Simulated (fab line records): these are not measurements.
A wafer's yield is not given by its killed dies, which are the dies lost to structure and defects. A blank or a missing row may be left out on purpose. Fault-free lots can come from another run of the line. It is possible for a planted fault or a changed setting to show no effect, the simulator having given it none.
Chamber matching -- flow n5_finfet -- pecvd-01 running N5_BEOL_M13_DEP_53: 3 sister chambers
The step deposits SiCN from 3MS/NH3, target thk 50 nm, time 17.8 s. 6 wafers are shown with their chamber, then 8 later ones without.

## WAFERS, EACH WITH ITS CHAMBER
wafer,chamber,showerhead_plenum_p_Torr (Torr),throttle_valve_pct (%)
L083.3,1,4.176,18.5
L086.4,1,4.174,18.8
L086.5,0,4.185,16.9
L089.3,0,4.185,17.1
L089.5,2,4.105,16.8
L092.1,2,4.114,16.7

## WAFERS MISSING THEIR CHAMBER
wafer,showerhead_plenum_p_Torr (Torr),throttle_valve_pct (%)
L092.2,4.193,17.2
L092.3,4.173,18.8
L093.2,4.164,18.5
L093.3,4.197,17.3
L093.4,4.110,16.6
L095.2,4.178,18.5
L095.3,4.190,17.2
L095.4,4.199,17.4

## CHAMBER TAKEN BY EACH
wafer,from the rows above,in truth
L092.2,0,0
L092.3,1,1
L093.2,1,1
L093.3,0,0
L093.4,2,2
L095.2,1,1
L095.3,0,0
L095.4,0,0
Correctly placed: 8 of 8. Not placeable from these rows: 0. Wrongly placed: 0.
How it was worked out, from the rows above alone: a wafer's distance from a chamber is the root of the sum, over the readings, of the square of ((its reading less the chamber's mean) divided by the reading's scatter). The wafer belongs to the nearest chamber; if the next one is less than 2 further off, it can't be placed. For every chamber, the mean is computed from those of its wafers that are shown. The scatter is the square root of a quotient: the sum, over the shown wafers, of each reading's squared deviation from its chamber's mean, divided by wafers minus chambers.
